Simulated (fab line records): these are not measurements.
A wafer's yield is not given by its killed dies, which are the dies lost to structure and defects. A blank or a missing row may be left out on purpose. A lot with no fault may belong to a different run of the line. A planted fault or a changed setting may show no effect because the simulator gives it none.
What tool caused it?    flow nand-harc    Sampling: 20 lots, 60 wafers, 6 of 1302 route steps

## WHAT THE GAUGES READ, wafer by wafer
Not one reading of a measure or inspect step in the record can be checked against a usual standard deviation.

## EACH LOT AND THE TOOL THAT RAN IT (in order: tool; ch and the chambers of the sampled wafers; start)
lot   NHARC_A_STAIRCASE_DESCUM_252        NHARC_A_STAIRCASE_ETCH_253          NHARC_A_STAIRCASE_ETCH_452                     NHARC_A_STAIRCASE_ETCH_313          NHARC_A_STAIRCASE_HM_OPEN_463   NHARC_A_STAIRCASE_ETCH_453
L075  rie-diel-06 ch 1,2, day 16 19:58    rie-diel-06 ch 1,2, day 16 20:04    rie-diel-03 ch 0,3, day 17 19:53 or earlier    rie-diel-06 ch 0,1,2, day 17 19:53  rie-diel-06 ch 0,1, no start    rie-diel-06 ch 1,2, no start
L076  rie-diel-03 ch 0,1, day 16 20:10    rie-diel-03 ch 1,2, day 16 20:16    rie-diel-06 ch 2,3, day 17 23:03 or earlier    rie-diel-03 ch 1,2, day 17 23:03    rie-diel-03 ch 0,1, no start    rie-diel-03 ch 1,2,3, no start
L074  rie-diel-06 ch 0,3, day 16 22:38    rie-diel-06 ch 0,1, day 16 22:43    rie-diel-03 ch 0,1, day 18 00:44 or earlier    rie-diel-03 ch 0,1,2, day 18 00:44  rie-diel-03 ch 0,2, no start    rie-diel-03 ch 1,2, no start
L079  rie-diel-06 ch 0,2,3, day 18 00:20  rie-diel-06 ch 1,2,3, day 18 00:25  rie-diel-06 ch 1,2,3, day 18 17:01 or earlier  rie-diel-06 ch 0,2,3, day 18 17:01  rie-diel-06 ch 0,1,2, no start  rie-diel-06 ch 1,2,3, no start
L078  rie-diel-02 ch 0,3, day 18 00:36    rie-diel-02 ch 1,2,3, day 18 00:41  rie-diel-02 ch 0,1,3, day 18 19:35 or earlier  rie-diel-03 ch 2,3, day 18 19:35    rie-diel-03 ch 0,2,3, no start  rie-diel-03 ch 2,3, no start
L080  rie-diel-06 ch 0,1, day 18 13:29    rie-diel-06 ch 1,2,3, day 18 13:34  rie-diel-02 ch 0,1,2, day 19 10:02 or earlier  rie-diel-02 ch 0,1,2, day 19 10:02  rie-diel-02 ch 0,2,3, no start  rie-diel-02 ch 0,1,2, no start
L082  rie-diel-03 ch 1,2,3, day 18 18:22  rie-diel-03 ch 2,3, day 18 18:26    rie-diel-06 ch 0,2,3, day 19 14:22 or earlier  rie-diel-06 ch 2,3, day 19 14:22    rie-diel-06 ch 0,1, no start    rie-diel-06 ch 0,3, no start
L084  rie-diel-06 ch 1,3, day 20 09:47    rie-diel-06 ch 0,1,2, day 20 09:55  rie-diel-02 ch 1,2,3, day 21 10:50 or earlier  rie-diel-02 ch 0,1,3, day 21 10:50  rie-diel-02 ch 1,3, no start    rie-diel-02 ch 0,1,2, no start
L083  rie-diel-02 ch 1,2, day 20 10:37    rie-diel-02 ch 0,1,2, day 20 10:42  rie-diel-03 ch 1,3, day 21 03:46 or earlier    rie-diel-02 ch 0,1,3, day 21 03:46  rie-diel-02 ch 1,2,3, no start  rie-diel-02 ch 0,1, no start
L086  rie-diel-06 ch 0,2,3, day 21 01:09  rie-diel-06 ch 0,1,2, day 21 01:14  rie-diel-03 ch 1,2,3, day 22 01:26 or earlier  rie-diel-03 ch 0,1,3, day 22 01:26  rie-diel-03 ch 0,2,3, no start  rie-diel-03 ch 0,1,3, no start
L085  rie-diel-03 ch 0,1,3, day 21 01:42  rie-diel-03 ch 1,2,3, day 21 01:47  rie-diel-06 ch 0,1,3, day 21 23:34 or earlier  rie-diel-02 ch 0,2,3, day 21 23:34  rie-diel-02 ch 1,2,3, no start  rie-diel-02 ch 0,1,2, no start
L088  rie-diel-06 ch 0,3, day 22 13:09    rie-diel-06 ch 1,2,3, day 22 13:14  rie-diel-06 ch 1,2, day 23 05:59 or earlier    rie-diel-03 ch 1,2, day 23 05:59    rie-diel-03 ch 1,2, no start    rie-diel-03 ch 0,2, no start
L090  rie-diel-02 ch 0,2, day 23 13:38    rie-diel-02 ch 0,2, day 23 13:46    rie-diel-03 ch 0,1,3, day 24 15:41 or earlier  rie-diel-02 ch 0,2,3, day 24 15:41  rie-diel-02 ch 0,1,2, no start  rie-diel-02 ch 0,1,3, no start
L092  rie-diel-03 ch 0,1, day 23 18:08    rie-diel-03 ch 2,3, day 23 18:14    rie-diel-06 ch 2,3, day 24 21:18 or earlier    rie-diel-06 ch 0,1, day 24 21:18    rie-diel-06 ch 0,1, no start    rie-diel-06 ch 1,2,3, no start
L091  rie-diel-03 ch 0,2,3, day 24 01:09  rie-diel-03 ch 0,2,3, day 24 01:14  rie-diel-03 ch 0,2,3, day 24 23:01 or earlier  rie-diel-03 ch 0,1,3, day 24 23:01  rie-diel-03 ch 0,1,2, no start  rie-diel-03 ch 0,2,3, no start
L093  rie-diel-06 ch 1,2,3, day 24 03:51  rie-diel-06 ch 1,2, day 24 04:04    rie-diel-06 ch 1,2, day 25 03:02 or earlier    rie-diel-03 ch 0,3, day 25 03:02    rie-diel-03 ch 0,1,2, no start  rie-diel-03 ch 1,2, no start
L094  rie-diel-06 ch 0,1,3, day 24 23:11  rie-diel-06 ch 0,1,2, day 24 23:17  rie-diel-02 ch 0,1,3, day 25 14:05 or earlier  rie-diel-02 ch 1,2,3, day 25 14:05  rie-diel-02 ch 1,2,3, no start  rie-diel-02 ch 0,1,3, no start
L096  rie-diel-03 ch 1,2,3, day 25 08:32  rie-diel-03 ch 0,1,2, day 25 08:37  rie-diel-06 ch 1,2,3, day 26 01:50 or earlier  rie-diel-02 ch 1,2,3, day 26 01:50  rie-diel-02 ch 0,1,2, no start  rie-diel-02 ch 0,1,2, no start
L095  rie-diel-03 ch 0,2,3, day 25 12:24  rie-diel-03 ch 1,2,3, day 25 12:31  rie-diel-03 ch 0,1,2, day 26 06:15 or earlier  rie-diel-06 ch 0,3, day 26 06:15    rie-diel-06 ch 0,1, no start    rie-diel-06 ch 0,3, no start
L097  rie-diel-06 ch 0,1,2, day 25 17:25  rie-diel-06 ch 1,2,3, day 25 17:31  rie-diel-03 ch 0,3, day 26 14:16 or earlier    rie-diel-06 ch 0,1,2, day 26 14:16  rie-diel-06 ch 0,2,3, no start  rie-diel-06 ch 1,2,3, no start
- NHARC_A_STAIRCASE_DESCUM_252: chemistry O2, time 3 s.
- NHARC_A_STAIRCASE_ETCH_253: etches the open film in C4F8/O2, target depth 50 nm, time 20.2 s.
- NHARC_A_STAIRCASE_ETCH_452: etches the open film in CF4/O2, target depth 30 nm, overetch 3 nm, time 16.5 s.
- NHARC_A_STAIRCASE_ETCH_313: etches the open film in CF4/CHF3.
- NHARC_A_STAIRCASE_HM_OPEN_463: chemistry O2/COS.
- NHARC_A_STAIRCASE_ETCH_453: etches the open film in CF4/O2, target depth 30 nm, overetch 3 nm, time 16.5 s.

## WHAT THE TOOLS THEMSELVES READ (means of the sampled wafers that have a number; where no wafer has one, the mark that the record gives instead)
NHARC_A_STAIRCASE_DESCUM_252. Usual: drypump-motor-current-A 5.5 A, standard deviation 0.31; oes-product-au 0.996 a.u., standard deviation 0.013; rf-vpp-V 57.8 V, standard deviation 0.98; showerhead-plenum-p-Torr 1.94 Torr, standard deviation 0.088; throttle-valve-pct 11.312 %, standard deviation 0.0092.
lot   tool         drypump-motor-current-A (A)  oes-product-au (a.u.)  rf-vpp-V (V)  showerhead-plenum-p-Torr (Torr)  throttle-valve-pct (%)  flag
L075  rie-diel-06  5.3                          0.981                  57.1          1.87                             11.315                  
L076  rie-diel-03  5.6                          1.002                  58.9          1.97                             11.306                  
L074  rie-diel-06  5.3                          0.993                  57.5          2.02                             11.309                  
L079  rie-diel-06  5.4                          0.994                  57.5          1.94                             11.313                  
L078  rie-diel-02  5.4                          0.998                  56.8          1.88                             11.318                  
L080  rie-diel-06  5.2                          0.990                  58.0          1.94                             11.310                  
L082  rie-diel-03  5.6                          1.004                  57.6          1.96                             11.313                  
L084  rie-diel-06  5.7                          0.993                  58.3          1.92                             11.300                  
L083  rie-diel-02  5.8                          1.001                  57.8          2.01                             11.311                  
L086  rie-diel-06  5.4                          0.990                  57.7          1.94                             11.315                  
L085  rie-diel-03  5.5                          0.984                  58.1          2.00                             11.313                  
L088  rie-diel-06  5.6                          0.981                  57.6          1.97                             11.305                  
L090  rie-diel-02  5.9                          1.008                  57.3          1.90                             11.315                  
L092  rie-diel-03  5.4                          0.982                  58.4          2.06                             11.303                  
L091  rie-diel-03  5.4                          0.997                  57.8          1.96                             11.320                  
L093  rie-diel-06  5.5                          1.002                  58.1          1.88                             11.312                  
L094  rie-diel-06  5.4                          0.996                  58.2          1.94                             11.311                  
L096  rie-diel-03  5.6                          1.003                  58.5          1.95                             11.314                  
L095  rie-diel-03  5.4                          1.000                  57.7          1.95                             11.315                  
L097  rie-diel-06  5.2                          1.003                  57.8          1.91                             11.313                  

NHARC_A_STAIRCASE_ETCH_253. Usual: oes-product-au 0.954 a.u., standard deviation 0.021; rf-vpp-V 897 V, standard deviation 5.2.
lot   tool         oes-product-au (a.u.)  rf-vpp-V (V)  flag
L075  rie-diel-06  0.944                  893           
L076  rie-diel-03  0.979                  900           
L074  rie-diel-06  0.955                  902           
L079  rie-diel-06  0.954                  895           
L078  rie-diel-02  0.973                  902           
L080  rie-diel-06  0.961                  894           
L082  rie-diel-03  0.982                  895           
L084  rie-diel-06  0.905                  896           
L083  rie-diel-02  0.979                  898           
L086  rie-diel-06  0.960                  896           
L085  rie-diel-03  0.957                  899           
L088  rie-diel-06  0.937                  893           
L090  rie-diel-02  0.954                  895           
L092  rie-diel-03  0.985                  894           
L091  rie-diel-03  0.943                  897           
L093  rie-diel-06  0.948                  893           
L094  rie-diel-06  0.964                  897           
L096  rie-diel-03  0.945                  902           
L095  rie-diel-03  0.948                  898           
L097  rie-diel-06  0.932                  894           

NHARC_A_STAIRCASE_ETCH_452. Usual: drypump-motor-current-A 5.50 A, standard deviation 0.29; oes_ar_750_au 1.000 a.u., standard deviation 0.0049; oes-product-au 0.996 a.u., standard deviation 0.014; rf-vpp-V 198.3 V, standard deviation 1.5; showerhead-plenum-p-Torr 1.36 Torr, standard deviation 0.062; throttle-valve-pct 13.397 %, standard deviation 0.0097.
lot   tool         drypump-motor-current-A (A)  oes_ar_750_au (a.u.)  oes-product-au (a.u.)  rf-vpp-V (V)  showerhead-plenum-p-Torr (Torr)  throttle-valve-pct (%)  flag
L075  rie-diel-03  5.47                         1.001                 1.002                  196.7         1.29                             13.385                  
L076  rie-diel-06  5.77                         0.999                 0.985                  198.0         1.34                             13.392                  
L074  rie-diel-03  5.41                         0.994                 1.002                  197.3         1.30                             13.393                  
L079  rie-diel-06  5.53                         1.000                 0.988                  197.1         1.32                             13.396                  
L078  rie-diel-02  5.54                         1.004                 1.000                  197.4         1.34                             13.397                  
L080  rie-diel-02  5.75                         0.998                 1.007                  198.1         1.36                             13.406                  
L082  rie-diel-06  5.46                         0.999                 0.994                  198.3         1.35                             13.399                  
L084  rie-diel-02  5.56                         1.000                 1.005                  197.8         1.39                             13.387                  
L083  rie-diel-03  5.70                         1.001                 0.992                  197.7         1.36                             13.401                  
L086  rie-diel-03  5.60                         0.998                 1.000                  198.4         1.36                             13.393                  
L085  rie-diel-06  5.40                         1.003                 0.991                  198.5         1.36                             13.394                  
L088  rie-diel-06  5.35                         1.005                 0.996                  196.6         1.29                             13.394                  
L090  rie-diel-03  5.54                         1.004                 0.991                  199.3         1.39                             13.417                  
L092  rie-diel-06  5.58                         0.995                 0.988                  198.1         1.30                             13.388                  
L091  rie-diel-03  5.40                         0.997                 1.000                  199.2         1.36                             13.402                  
L093  rie-diel-06  5.30                         1.002                 1.004                  196.5         1.30                             13.392                  
L094  rie-diel-02  5.52                         1.002                 0.986                  198.9         1.40                             13.410                  
L096  rie-diel-06  5.53                         1.006                 1.001                  197.0         1.31                             13.386                  
L095  rie-diel-03  5.46                         0.999                 0.992                  199.0         1.40                             13.400                  
L097  rie-diel-03  5.48                         1.002                 0.992                  197.3         1.35                             13.401                  

NHARC_A_STAIRCASE_ETCH_313. Usual: drypump-motor-current-A 5.51 A, standard deviation 0.29; oes-product-au 0.926 a.u., standard deviation 0.018; rf-vpp-V 371.2 V, standard deviation 2.5; showerhead-plenum-p-Torr 1.59 Torr, standard deviation 0.072; throttle-valve-pct 16.804 %, standard deviation 0.0078.
lot   tool         drypump-motor-current-A (A)  oes-product-au (a.u.)  rf-vpp-V (V)  showerhead-plenum-p-Torr (Torr)  throttle-valve-pct (%)  flag
L075  rie-diel-06  5.22                         0.907                  370.6         1.59                             16.805                  
L076  rie-diel-03  5.55                         0.938                  372.7         1.63                             16.805                  
L074  rie-diel-03  5.45                         0.938                  370.8         1.58                             16.801                  
L079  rie-diel-06  5.45                         0.916                  371.4         1.60                             16.808                  
L078  rie-diel-03  5.47                         0.931                  371.5         1.58                             16.802                  
L080  rie-diel-02  5.76                         0.924                  371.8         1.60                             16.809                  
L082  rie-diel-06  5.76                         0.915                  370.1         1.57                             16.798                  
L084  rie-diel-02  5.54                         0.932                  371.2         1.58                             16.799                  
L083  rie-diel-02  5.54                         0.934                  370.4         1.58                             16.800                  
L086  rie-diel-03  5.54                         0.913                  373.3         1.64                             16.804                  
L085  rie-diel-02  5.62                         0.927                  369.9         1.56                             16.809                  
L088  rie-diel-03  5.54                         0.926                  371.5         1.62                             16.810                  
L090  rie-diel-02  5.63                         0.929                  369.5         1.55                             16.805                  
L092  rie-diel-06  5.16                         0.927                  370.8         1.58                             16.812                  
L091  rie-diel-03  5.54                         0.929                  372.9         1.64                             16.804                  
L093  rie-diel-03  5.47                         0.922                  371.8         1.60                             16.794                  
L094  rie-diel-02  5.56                         0.924                  372.0         1.62                             16.810                  
L096  rie-diel-02  5.56                         0.979                  371.4         1.62                             16.804                  
L095  rie-diel-06  5.63                         0.919                  371.7         1.61                             16.798                  
L097  rie-diel-06  5.22                         0.977                  371.1         1.57                             16.802                  

NHARC_A_STAIRCASE_HM_OPEN_463. Usual: drypump-motor-current-A 5.5 A, standard deviation 0.3; oes-product-au 0.997 a.u., standard deviation 0.014; rf-vpp-V 468 V, standard deviation 3.1; showerhead-plenum-p-Torr 3.18 Torr, standard deviation 0.14; throttle-valve-pct 28.329 %, standard deviation 0.01.
lot   tool         drypump-motor-current-A (A)  oes-product-au (a.u.)  rf-vpp-V (V)  showerhead-plenum-p-Torr (Torr)  throttle-valve-pct (%)  flag
L075  rie-diel-06  5.2                          0.984                  468           3.17                             28.342                  
L076  rie-diel-03  5.6                          1.001                  468           3.19                             28.333                  
L074  rie-diel-03  5.4                          1.016                  466           3.08                             28.319                  
L079  rie-diel-06  5.2                          0.987                  467           3.14                             28.339                  
L078  rie-diel-03  5.4                          0.999                  465           3.05                             28.320                  
L080  rie-diel-02  5.7                          0.992                  467           3.10                             28.330                  
L082  rie-diel-06  5.2                          0.974                  468           3.16                             28.319                  
L084  rie-diel-02  5.5                          1.004                  470           3.28                             28.334                  
L083  rie-diel-02  5.6                          1.000                  470           3.24                             28.336                  
L086  rie-diel-03  5.4                          0.999                  468           3.20                             28.327                  
L085  rie-diel-02  5.6                          1.005                  470           3.24                             28.332                  
L088  rie-diel-03  5.7                          0.993                  470           3.26                             28.331                  
L090  rie-diel-02  5.7                          1.005                  468           3.15                             28.321                  
L092  rie-diel-06  5.2                          0.995                  468           3.14                             28.335                  
L091  rie-diel-03  5.5                          0.998                  469           3.27                             28.328                  
L093  rie-diel-03  5.5                          0.988                  470           3.27                             28.337                  
L094  rie-diel-02  5.6                          0.999                  469           3.22                             28.325                  
L096  rie-diel-02  5.8                          0.998                  470           3.30                             28.325                  
L095  rie-diel-06  5.1                          0.989                  469           3.22                             28.331                  
L097  rie-diel-06  5.4                          0.995                  468           3.14                             28.322                  

NHARC_A_STAIRCASE_ETCH_453. Usual: drypump-motor-current-A 5.52 A, standard deviation 0.29; oes_ar_750_au 1.000 a.u., standard deviation 0.0049; oes-product-au 0.998 a.u., standard deviation 0.014; rf-vpp-V 198.3 V, standard deviation 1.5; showerhead-plenum-p-Torr 1.36 Torr, standard deviation 0.063; throttle-valve-pct 13.398 %, standard deviation 0.0096.
lot   tool         drypump-motor-current-A (A)  oes_ar_750_au (a.u.)  oes-product-au (a.u.)  rf-vpp-V (V)  showerhead-plenum-p-Torr (Torr)  throttle-valve-pct (%)  flag
L075  rie-diel-06  5.35                         1.001                 0.986                  197.5         1.30                             13.397                  
L076  rie-diel-03  5.61                         0.999                 1.015                  198.2         1.37                             13.396                  
L074  rie-diel-03  5.53                         0.999                 1.015                  199.0         1.38                             13.394                  
L079  rie-diel-06  5.53                         1.000                 0.983                  196.5         1.32                             13.394                  
L078  rie-diel-03  5.45                         1.003                 1.016                  198.1         1.34                             13.397                  
L080  rie-diel-02  5.72                         0.996                 1.008                  198.7         1.36                             13.385                  
L082  rie-diel-06  5.60                         0.999                 0.987                  198.3         1.37                             13.409                  
L084  rie-diel-02  5.76                         1.001                 0.997                  198.5         1.35                             13.397                  
L083  rie-diel-02  5.66                         1.004                 0.998                  197.9         1.37                             13.392                  
L086  rie-diel-03  5.53                         1.007                 0.987                  199.1         1.39                             13.406                  
L085  rie-diel-02  5.72                         1.002                 1.010                  198.0         1.35                             13.392                  
L088  rie-diel-03  5.25                         0.996                 0.982                  199.2         1.41                             13.406                  
L090  rie-diel-02  5.53                         1.002                 1.000                  197.0         1.33                             13.386                  
L092  rie-diel-06  5.53                         1.000                 1.002                  196.7         1.31                             13.395                  
L091  rie-diel-03  5.40                         0.995                 0.993                  198.7         1.36                             13.399                  
L093  rie-diel-03  5.70                         1.004                 1.008                  198.8         1.39                             13.398                  
L094  rie-diel-02  5.53                         1.000                 0.989                  199.4         1.40                             13.387                  
L096  rie-diel-02  5.75                         1.004                 1.001                  199.3         1.41                             13.392                  
L095  rie-diel-06  5.31                         1.005                 0.990                  198.2         1.39                             13.402                  
L097  rie-diel-06  5.54                         1.002                 1.013                  197.0         1.31                             13.389                  

## THE ANSWER, worked out from the rows above alone
Rule: a lot is off if the mean of its wafers that have a number lies more than 3 standard deviations from the usual mean. Also off: a lot with no number at a reading for which 4 or more lots have one. All remaining lots with rows at the step are treated as sound. The gauges are gone through in route order, then the tools' own readings, and for those a lot's mean is taken as printed above. At the first step where some lot is off, the reading lying furthest off is the one used; lots without a number count as furthest.
No lot is off on any of the readings shown, so nothing can be concluded from this.

## WHAT HAD BEEN PUT IN BY THE SIMULATOR
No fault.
